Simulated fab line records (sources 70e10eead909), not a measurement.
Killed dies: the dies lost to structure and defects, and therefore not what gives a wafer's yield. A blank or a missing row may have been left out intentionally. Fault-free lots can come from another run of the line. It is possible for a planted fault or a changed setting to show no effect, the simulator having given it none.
Chamber matching | flow nand_harc | NHARC_A_STAIRCASE_TRIM_196 on rie_diel-04: 4 sister chambers
The step chemistry O2, time 211.2 s. 8 wafers are shown with their chamber, then 12 later ones without.

## WAFERS PAIRED WITH THEIR CHAMBERS
wafer  | chamber | drypump_motor_current_A (A) | showerhead_plenum_p_Torr (Torr)
L080.2 | 1       | 6.6                         | 3.28
L084.2 | 0       | 5.3                         | 3.39
L086.5 | 0       | 5.2                         | 3.39
L089.1 | 2       | 6.2                         | 3.61
L089.5 | 3       | 6.0                         | 3.72
L088.1 | 1       | 6.6                         | 3.28
L088.2 | 3       | 6.0                         | 3.71
L088.3 | 2       | 6.2                         | 3.60

## WAFERS MISSING THEIR CHAMBER
wafer  | drypump_motor_current_A (A) | showerhead_plenum_p_Torr (Torr)
L091.1 | 6.6                         | 3.27
L091.3 | 6.0                         | 3.71
L091.5 | 6.2                         | 3.60
L094.3 | 6.2                         | 3.60
L094.4 | 6.0                         | 3.70
L094.6 | 6.0                         | 3.70
L095.1 | 6.2                         | 3.59
L095.4 | 5.3                         | 3.38
L095.5 | 6.2                         | 3.59
L096.2 | 6.6                         | 3.80
L096.3 | 6.3                         | 3.59
L096.6 | 6.2                         | 3.59

## EACH ONE'S CHAMBER
wafer  | from the rows above | in truth
L091.1 | 1                   | 1
L091.3 | 3                   | 3
L091.5 | 2                   | 2
L094.3 | 2                   | 2
L094.4 | 3                   | 3
L094.6 | 3                   | 3
L095.1 | 2                   | 2
L095.4 | 0                   | 0
L095.5 | 2                   | 2
L096.2 | 3                   | 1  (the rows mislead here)
L096.3 | 2                   | 2
L096.6 | 2                   | 2
Correctly placed: 11 of 12. Number that these rows cannot place: 0. 1 placed wrongly.
How it was worked out, from the rows above alone: a wafer's distance from a chamber is the root of the sum, over the readings, of the square of ((its reading less the chamber's mean) divided by the reading's scatter). If the next closest chamber is less than 2 further off than the closest, the wafer can't be placed; otherwise it belongs to the closest. Each chamber's mean is taken over the wafers shown for it. How the scatter is found: for the shown wafers, subtract from each reading the mean of its chamber, square and add these, divide the total by (wafers less chambers), then take the root.
